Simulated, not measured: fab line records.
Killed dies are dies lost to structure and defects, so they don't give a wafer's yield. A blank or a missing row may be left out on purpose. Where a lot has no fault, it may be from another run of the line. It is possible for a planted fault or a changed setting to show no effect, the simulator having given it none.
Chamber matching / flow n5_finfet / 4 sister chambers for N5_BEOL_M11_ALD_74 on ald_metal-02
The step deposits TaN, target thk 2 nm, pulse time 2 s, purge time 3 s. 27 wafers are shown with their chamber, then 12 later ones without.

== EACH WAFER AND ITS CHAMBER ==
wafer=L074.3; chamber=0; heater_power_w (W)=485
wafer=L074.4; chamber=3; heater_power_w (W)=435
wafer=L074.6; chamber=3; heater_power_w (W)=427
wafer=L078.3; chamber=3; heater_power_w (W)=423
wafer=L078.5; chamber=0; heater_power_w (W)=490
wafer=L078.6; chamber=3; heater_power_w (W)=425
wafer=L083.3; chamber=2; heater_power_w (W)=360
wafer=L083.4; chamber=3; heater_power_w (W)=422
wafer=L083.6; chamber=2; heater_power_w (W)=368
wafer=L084.1; chamber=1; heater_power_w (W)=381
wafer=L084.4; chamber=3; heater_power_w (W)=433
wafer=L084.6; chamber=1; heater_power_w (W)=378
wafer=L085.2; chamber=0; heater_power_w (W)=498
wafer=L085.3; chamber=1; heater_power_w (W)=374
wafer=L085.4; chamber=2; heater_power_w (W)=367
wafer=L087.1; chamber=1; heater_power_w (W)=380
wafer=L087.4; chamber=2; heater_power_w (W)=369
wafer=L087.5; chamber=1; heater_power_w (W)=374
wafer=L086.1; chamber=2; heater_power_w (W)=373
wafer=L086.2; chamber=3; heater_power_w (W)=423
wafer=L086.3; chamber=1; heater_power_w (W)=376
wafer=L088.1; chamber=0; heater_power_w (W)=485
wafer=L088.3; chamber=3; heater_power_w (W)=426
wafer=L088.6; chamber=1; heater_power_w (W)=378
wafer=L089.3; chamber=3; heater_power_w (W)=436
wafer=L089.4; chamber=2; heater_power_w (W)=372
wafer=L089.6; chamber=3; heater_power_w (W)=426

SIGNATURES (averages over the wafers above)
reading=heater_power_w; chamber 0=489.50; chamber 1=377.29; chamber 2=368.17; chamber 3=427.60; scatter within a chamber=4.69
Rule: a wafer's distance from a chamber is the root of the sum, over the readings, of the square of ((its reading less the chamber's mean) divided by the reading's scatter). The wafer belongs to the nearest chamber; if the next one is less than 2 further off, it can't be placed. How the scatter is found: for the shown wafers, subtract from each reading the mean of its chamber, square and add these, divide the total by (wafers less chambers), then take the root.

== WAFERS WHOSE CHAMBER IS MISSING ==
wafer=L090.2; heater_power_w (W)=423
wafer=L090.4; heater_power_w (W)=376
wafer=L090.6; heater_power_w (W)=488
wafer=L096.1; heater_power_w (W)=429
wafer=L096.2; heater_power_w (W)=491
wafer=L096.3; heater_power_w (W)=375
wafer=L096.4; heater_power_w (W)=365
wafer=L096.5; heater_power_w (W)=378
wafer=L096.6; heater_power_w (W)=492
wafer=L095.2; heater_power_w (W)=380
wafer=L095.3; heater_power_w (W)=368
wafer=L095.5; heater_power_w (W)=385

== CHAMBER TAKEN BY EACH ==
wafer=L090.2; from the rows above=3; in truth=3
wafer=L090.4; from the rows above=can't be placed: 1 or 2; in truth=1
wafer=L090.6; from the rows above=0; in truth=0
wafer=L096.1; from the rows above=3; in truth=3
wafer=L096.2; from the rows above=0; in truth=0
wafer=L096.3; from the rows above=can't be placed: 1 or 2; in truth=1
wafer=L096.4; from the rows above=can't be placed: 2 or 1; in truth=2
wafer=L096.5; from the rows above=can't be placed: 1 or 2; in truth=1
wafer=L096.6; from the rows above=0; in truth=0
wafer=L095.2; from the rows above=can't be placed: 1 or 2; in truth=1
wafer=L095.3; from the rows above=can't be placed: 2 or 1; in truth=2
wafer=L095.5; from the rows above=can't be placed: 1 or 2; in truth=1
Correct placement for 5 of the 12. Cannot be placed on the basis of these rows: 7; the candidates contain the true chamber in 7. Placed wrongly: 0.
